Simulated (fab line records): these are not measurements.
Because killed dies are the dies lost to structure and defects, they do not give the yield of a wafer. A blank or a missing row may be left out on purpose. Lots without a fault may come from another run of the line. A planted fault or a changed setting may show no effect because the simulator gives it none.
Which tool was responsible? || flow nandHarc || 12 lots, 36 wafers sampled, at 5 steps of a route of 1159

WHAT EACH GAUGE READ, for each wafer
NHARC_END_SORT_01.
{"lot": "L320", "measured": "day 23 22:32", "on": "prober-02", "killedAtArray": "31 29 28", "killedAtOther": "0 0 0", "killedAtPeriphery": "16 6 5", "killedDies": "47 35 33", "killedOpen": "5 4 6", "killedShort": "1 2 0"}

EACH LOT AND THE TOOL THAT RAN IT (in order: tool; ch and the chambers of the sampled wafers; start)
{"lot": "L302", "NHARC_A_SLIT_ETCH_24": "rieDiel-04 ch 0,2,3, day 14 04:00", "NHARC_A_WL_FILL_ALD_00": "aldHk-02 ch 1,3, day 14 18:07", "NHARC_A_WL_FILL_RTA_01": "rtpAnneal-01 ch 0, day 14 18:21", "NHARC_A_WL_FILL_ALD_02": "aldMetal-01 ch 1,2, day 14 18:34"}
{"lot": "L304", "NHARC_A_SLIT_ETCH_24": "rieDiel-01 ch 0,3, day 14 19:44", "NHARC_A_WL_FILL_ALD_00": "aldHk-03 ch 0,2,3, day 15 07:44", "NHARC_A_WL_FILL_RTA_01": "rtpAnneal-01 ch 0, day 15 08:01", "NHARC_A_WL_FILL_ALD_02": "aldMetal-04 ch 1,2, day 15 08:14"}
{"lot": "L307", "NHARC_A_SLIT_ETCH_24": "rieDiel-10 ch 2,3, day 15 16:16", "NHARC_A_WL_FILL_ALD_00": "aldHk-01 ch 0,2, day 16 03:45", "NHARC_A_WL_FILL_RTA_01": "rtpAnneal-02 ch 0, day 16 04:01", "NHARC_A_WL_FILL_ALD_02": "aldMetal-01 ch 0,1,2, day 16 04:14"}
{"lot": "L308", "NHARC_A_SLIT_ETCH_24": "rieDiel-04 ch 1,2, day 15 16:46", "NHARC_A_WL_FILL_ALD_00": "aldHk-03 ch 0,1,2, day 16 03:52", "NHARC_A_WL_FILL_RTA_01": "rtpAnneal-02 ch 0, day 16 04:13", "NHARC_A_WL_FILL_ALD_02": "aldMetal-04 ch 0,1,3, day 16 04:33"}
{"lot": "L310", "NHARC_A_SLIT_ETCH_24": "rieDiel-10 ch 0,1, day 16 12:59", "NHARC_A_WL_FILL_ALD_00": "aldHk-02 ch 0,1,3, day 17 01:02", "NHARC_A_WL_FILL_RTA_01": "rtpAnneal-01 ch 0, day 17 01:18", "NHARC_A_WL_FILL_ALD_02": "aldMetal-01 ch 0,1,3, day 17 01:32"}
{"lot": "L313", "NHARC_A_SLIT_ETCH_24": "rieDiel-01 ch 0,2, day 16 21:05", "NHARC_A_WL_FILL_ALD_00": "aldHk-02 ch 0,1, day 17 07:26", "NHARC_A_WL_FILL_RTA_01": "rtpAnneal-02 ch 0, day 17 07:41", "NHARC_A_WL_FILL_ALD_02": "aldMetal-01 ch 0,2,3, day 17 07:59"}
{"lot": "L315", "NHARC_A_SLIT_ETCH_24": "rieDiel-10 ch 0,2,3, day 17 18:20", "NHARC_A_WL_FILL_ALD_00": "aldHk-02 ch 1,3, day 18 03:27", "NHARC_A_WL_FILL_RTA_01": "rtpAnneal-01 ch 0, day 18 04:08", "NHARC_A_WL_FILL_ALD_02": "aldMetal-01 ch 0,1,2, day 18 04:18"}
{"lot": "L320", "NHARC_A_SLIT_ETCH_24": "rieDiel-01 ch 2,3, day 18 19:20", "NHARC_A_WL_FILL_ALD_00": "aldHk-01 ch 2,3, day 19 07:23", "NHARC_A_WL_FILL_RTA_01": "rtpAnneal-01 ch 0, day 19 07:40", "NHARC_A_WL_FILL_ALD_02": "aldMetal-03 ch 1,2,3, day 19 07:57"}
{"lot": "L321", "NHARC_A_SLIT_ETCH_24": "rieDiel-01 ch 0,3, day 19 05:38", "NHARC_A_WL_FILL_ALD_00": "aldHk-03 ch 1,2,3, day 19 17:29", "NHARC_A_WL_FILL_RTA_01": "rtpAnneal-02 ch 0, day 19 17:45", "NHARC_A_WL_FILL_ALD_02": "aldMetal-01 ch 1,2, day 19 17:59"}
{"lot": "L323", "NHARC_A_SLIT_ETCH_24": "rieDiel-04 ch 1,2,3, day 19 17:08", "NHARC_A_WL_FILL_ALD_00": "aldHk-01 ch 0,2,3, day 20 06:23", "NHARC_A_WL_FILL_RTA_01": "rtpAnneal-02 ch 0, day 20 06:39", "NHARC_A_WL_FILL_ALD_02": "aldMetal-04 ch 0,1,2, day 20 06:52"}
{"lot": "L324", "NHARC_A_SLIT_ETCH_24": "rieDiel-01 ch 0,2,3, day 19 17:29", "NHARC_A_WL_FILL_ALD_00": "aldHk-01 ch 0,1,2, day 20 06:36", "NHARC_A_WL_FILL_RTA_01": "rtpAnneal-01 ch 0, day 20 07:23", "NHARC_A_WL_FILL_ALD_02": "aldMetal-03 ch 0,2,3, day 20 07:42"}
{"lot": "L325", "NHARC_A_SLIT_ETCH_24": "rieDiel-10 ch 1,2, day 20 16:36", "NHARC_A_WL_FILL_ALD_00": "aldHk-01 ch 0,1,3, day 21 06:38", "NHARC_A_WL_FILL_RTA_01": "rtpAnneal-02 ch 0, day 21 07:03", "NHARC_A_WL_FILL_ALD_02": "aldMetal-04 ch 1,3, day 21 07:14"}
- NHARC_A_SLIT_ETCH_24: etches the open film in CF4/CHF3, target depth 121 nm, time 60.5 s.
- NHARC_A_WL_FILL_ALD_00: deposits Al2O3, target thk 3 nm, pulse time 3 s, ald cycles 30.
- NHARC_A_WL_FILL_RTA_01: time 5 s.
- NHARC_A_WL_FILL_ALD_02: deposits TiN, target thk 2 nm, pulse time 3 s, ald cycles 100.

AS READ BY THE TOOLS THEMSELVES (means over the sampled wafers that have a number; for cases with no such wafer, the mark the record gives instead)
NHARC_A_SLIT_ETCH_24.
{"lot": "L302", "tool": "rieDiel-04", "cf4FlowSccm (sccm)": 100.0, "drypumpMotorCurrentA (A)": 5.5, "mfcArSccm (sccm)": 0.002, "oesProductAu (a.u.)": 0.974, "rfVppV (V)": 370.5, "showerheadPlenumPTorr (Torr)": 1.57, "throttleValvePct (%)": 16.793}
{"lot": "L304", "tool": "rieDiel-01", "cf4FlowSccm (sccm)": 99.8, "drypumpMotorCurrentA (A)": 6.4, "mfcArSccm (sccm)": 0.020, "oesProductAu (a.u.)": 0.936, "rfVppV (V)": 372.8, "showerheadPlenumPTorr (Torr)": 1.66, "throttleValvePct (%)": 16.801}
{"lot": "L307", "tool": "rieDiel-10", "cf4FlowSccm (sccm)": 100.1, "drypumpMotorCurrentA (A)": 5.3, "mfcArSccm (sccm)": 0.011, "oesProductAu (a.u.)": 0.973, "rfVppV (V)": 374.2, "showerheadPlenumPTorr (Torr)": 1.67, "throttleValvePct (%)": 16.807}
{"lot": "L308", "tool": "rieDiel-04", "cf4FlowSccm (sccm)": 99.8, "drypumpMotorCurrentA (A)": 5.5, "mfcArSccm (sccm)": 0.000, "oesProductAu (a.u.)": 0.950, "rfVppV (V)": 371.6, "showerheadPlenumPTorr (Torr)": 1.59, "throttleValvePct (%)": 16.798}
{"lot": "L310", "tool": "rieDiel-10", "cf4FlowSccm (sccm)": 100.3, "drypumpMotorCurrentA (A)": 5.7, "mfcArSccm (sccm)": 0.005, "oesProductAu (a.u.)": 0.968, "rfVppV (V)": 370.1, "showerheadPlenumPTorr (Torr)": 1.56, "throttleValvePct (%)": 16.800}
{"lot": "L313", "tool": "rieDiel-01", "cf4FlowSccm (sccm)": 100.1, "drypumpMotorCurrentA (A)": 6.5, "mfcArSccm (sccm)": 0.020, "oesProductAu (a.u.)": 0.948, "rfVppV (V)": 372.2, "showerheadPlenumPTorr (Torr)": 1.63, "throttleValvePct (%)": 16.798}
{"lot": "L315", "tool": "rieDiel-10", "cf4FlowSccm (sccm)": 100.0, "drypumpMotorCurrentA (A)": 5.5, "mfcArSccm (sccm)": 0.005, "oesProductAu (a.u.)": 0.974, "rfVppV (V)": 371.6, "showerheadPlenumPTorr (Torr)": 1.62, "throttleValvePct (%)": 16.800}
{"lot": "L320", "tool": "rieDiel-01", "cf4FlowSccm (sccm)": 100.3, "drypumpMotorCurrentA (A)": 6.3, "mfcArSccm (sccm)": 0.000, "oesProductAu (a.u.)": 0.951, "rfVppV (V)": 372.0, "showerheadPlenumPTorr (Torr)": 1.59, "throttleValvePct (%)": 16.805}
{"lot": "L321", "tool": "rieDiel-01", "cf4FlowSccm (sccm)": 100.0, "drypumpMotorCurrentA (A)": 6.5, "mfcArSccm (sccm)": 0.020, "oesProductAu (a.u.)": 0.946, "rfVppV (V)": 373.5, "showerheadPlenumPTorr (Torr)": 1.66, "throttleValvePct (%)": 16.794}
{"lot": "L323", "tool": "rieDiel-04", "cf4FlowSccm (sccm)": 100.0, "drypumpMotorCurrentA (A)": 5.5, "mfcArSccm (sccm)": 0.002, "oesProductAu (a.u.)": 0.960, "rfVppV (V)": 370.7, "showerheadPlenumPTorr (Torr)": 1.59, "throttleValvePct (%)": 16.807}
{"lot": "L324", "tool": "rieDiel-01", "cf4FlowSccm (sccm)": 100.1, "drypumpMotorCurrentA (A)": 6.3, "mfcArSccm (sccm)": 0.010, "oesProductAu (a.u.)": 0.942, "rfVppV (V)": 371.8, "showerheadPlenumPTorr (Torr)": 1.61, "throttleValvePct (%)": 16.800}
{"lot": "L325", "tool": "rieDiel-10", "cf4FlowSccm (sccm)": 100.0, "drypumpMotorCurrentA (A)": 5.4, "mfcArSccm (sccm)": 0.016, "oesProductAu (a.u.)": 0.983, "rfVppV (V)": 372.5, "showerheadPlenumPTorr (Torr)": 1.64, "throttleValvePct (%)": 16.804}

NHARC_A_WL_FILL_ALD_00.
{"lot": "L302", "tool": "aldHk-02", "heaterPowerW (W)": 430, "precursorPulseHeightRel": 0.997}
{"lot": "L304", "tool": "aldHk-03", "heaterPowerW (W)": 462, "precursorPulseHeightRel": 0.988}
{"lot": "L307", "tool": "aldHk-01", "heaterPowerW (W)": 507, "precursorPulseHeightRel": 1.004}
{"lot": "L308", "tool": "aldHk-03", "heaterPowerW (W)": 434, "precursorPulseHeightRel": 0.984}
{"lot": "L310", "tool": "aldHk-02", "heaterPowerW (W)": 434, "precursorPulseHeightRel": 0.994}
{"lot": "L313", "tool": "aldHk-02", "heaterPowerW (W)": 442, "precursorPulseHeightRel": 1.003}
{"lot": "L315", "tool": "aldHk-02", "heaterPowerW (W)": 437, "precursorPulseHeightRel": 0.986}
{"lot": "L320", "tool": "aldHk-01", "heaterPowerW (W)": 496, "precursorPulseHeightRel": 1.013}
{"lot": "L321", "tool": "aldHk-03", "heaterPowerW (W)": 451, "precursorPulseHeightRel": 1.001}
{"lot": "L323", "tool": "aldHk-01", "heaterPowerW (W)": 494, "precursorPulseHeightRel": 1.005}
{"lot": "L324", "tool": "aldHk-01", "heaterPowerW (W)": 482, "precursorPulseHeightRel": 0.997}
{"lot": "L325", "tool": "aldHk-01", "heaterPowerW (W)": 473, "precursorPulseHeightRel": 1.000}

NHARC_A_WL_FILL_RTA_01.
{"lot": "L302", "tool": "rtpAnneal-01", "lampPowerPct (%)": 27, "lamp_zone_2_pct (%)": 27, "lamp_zone_5_pct (%)": 27, "lamp_zone_6_pct (%)": 27, "wafer_temp_C_max": 1004.2}
{"lot": "L304", "tool": "rtpAnneal-01", "lampPowerPct (%)": 27, "lamp_zone_2_pct (%)": 27, "lamp_zone_5_pct (%)": 27, "lamp_zone_6_pct (%)": 27, "wafer_temp_C_max": 1004.0}
{"lot": "L307", "tool": "rtpAnneal-02", "lampPowerPct (%)": 36, "lamp_zone_2_pct (%)": 36, "lamp_zone_5_pct (%)": 36, "lamp_zone_6_pct (%)": 36, "wafer_temp_C_max": 1003.0}
{"lot": "L308", "tool": "rtpAnneal-02", "lampPowerPct (%)": 36, "lamp_zone_2_pct (%)": 36, "lamp_zone_5_pct (%)": 36, "lamp_zone_6_pct (%)": 36, "wafer_temp_C_max": 1002.9}
{"lot": "L310", "tool": "rtpAnneal-01", "lampPowerPct (%)": 27, "lamp_zone_2_pct (%)": 27, "lamp_zone_5_pct (%)": 27, "lamp_zone_6_pct (%)": 27, "wafer_temp_C_max": 1003.8}
{"lot": "L313", "tool": "rtpAnneal-02", "lampPowerPct (%)": 36, "lamp_zone_2_pct (%)": 36, "lamp_zone_5_pct (%)": 36, "lamp_zone_6_pct (%)": 35, "wafer_temp_C_max": 1002.2}
{"lot": "L315", "tool": "rtpAnneal-01", "lampPowerPct (%)": 27, "lamp_zone_2_pct (%)": 27, "lamp_zone_5_pct (%)": 27, "lamp_zone_6_pct (%)": 27, "wafer_temp_C_max": 1004.3}
{"lot": "L320", "tool": "rtpAnneal-01", "lampPowerPct (%)": 27, "lamp_zone_2_pct (%)": 27, "lamp_zone_5_pct (%)": 27, "lamp_zone_6_pct (%)": 27, "wafer_temp_C_max": 1004.6}
{"lot": "L321", "tool": "rtpAnneal-02", "lampPowerPct (%)": 36, "lamp_zone_2_pct (%)": 36, "lamp_zone_5_pct (%)": 36, "lamp_zone_6_pct (%)": 35, "wafer_temp_C_max": 1003.2}
{"lot": "L323", "tool": "rtpAnneal-02", "lampPowerPct (%)": 36, "lamp_zone_2_pct (%)": 36, "lamp_zone_5_pct (%)": 36, "lamp_zone_6_pct (%)": 36, "wafer_temp_C_max": 1003.3}
{"lot": "L324", "tool": "rtpAnneal-01", "lampPowerPct (%)": 27, "lamp_zone_2_pct (%)": 27, "lamp_zone_5_pct (%)": 27, "lamp_zone_6_pct (%)": 27, "wafer_temp_C_max": 1003.7}
{"lot": "L325", "tool": "rtpAnneal-02", "lampPowerPct (%)": 36, "lamp_zone_2_pct (%)": 36, "lamp_zone_5_pct (%)": 36, "lamp_zone_6_pct (%)": 36, "wafer_temp_C_max": 1002.4}

NHARC_A_WL_FILL_ALD_02.
{"lot": "L302", "tool": "aldMetal-01", "heaterPowerW (W)": 1157, "precursorPulseHeightRel": 0.999}
{"lot": "L304", "tool": "aldMetal-04", "heaterPowerW (W)": 957, "precursorPulseHeightRel": 0.998}
{"lot": "L307", "tool": "aldMetal-01", "heaterPowerW (W)": 1257, "precursorPulseHeightRel": 1.002}
{"lot": "L308", "tool": "aldMetal-04", "heaterPowerW (W)": 1009, "precursorPulseHeightRel": 1.006}
{"lot": "L310", "tool": "aldMetal-01", "heaterPowerW (W)": 1193, "precursorPulseHeightRel": 1.021}
{"lot": "L313", "tool": "aldMetal-01", "heaterPowerW (W)": 1140, "precursorPulseHeightRel": 1.022}
{"lot": "L315", "tool": "aldMetal-01", "heaterPowerW (W)": 1251, "precursorPulseHeightRel": 0.993}
{"lot": "L320", "tool": "aldMetal-03", "heaterPowerW (W)": 1211, "precursorPulseHeightRel": 1.015}
{"lot": "L321", "tool": "aldMetal-01", "heaterPowerW (W)": 1208, "precursorPulseHeightRel": 0.995}
{"lot": "L323", "tool": "aldMetal-04", "heaterPowerW (W)": 1075, "precursorPulseHeightRel": 1.026}
{"lot": "L324", "tool": "aldMetal-03", "heaterPowerW (W)": 1220, "precursorPulseHeightRel": 0.990}
{"lot": "L325", "tool": "aldMetal-04", "heaterPowerW (W)": 949, "precursorPulseHeightRel": 0.994}

THE ANSWER, worked out from the rows above alone
Rule: the lots themselves supply what counts as usual. Put in order of their means at a reading, lots are off if they are a third of the lots or fewer, leave a main group of 4 or more, and stand apart from it by a gap of 3 or more times the standard deviation of the main group's means; of several such gaps the widest counts. The tables above print the reading to a certain number of digits; a main group whose means all agree to those digits is not used. A lot without any number at a reading at which 4 lots or more have one is off too. Where the step has rows for the other lots, those lots are counted as sound. After the gauges, taken in route order, come the tools' own readings; for these a lot's mean is taken, as printed above. At the first step where some lot is off, the reading lying furthest off is the one used; lots without a number count as furthest.
Nothing can be told from this: no lot is off at any reading shown.

WHAT THE SIMULATOR PUT IN
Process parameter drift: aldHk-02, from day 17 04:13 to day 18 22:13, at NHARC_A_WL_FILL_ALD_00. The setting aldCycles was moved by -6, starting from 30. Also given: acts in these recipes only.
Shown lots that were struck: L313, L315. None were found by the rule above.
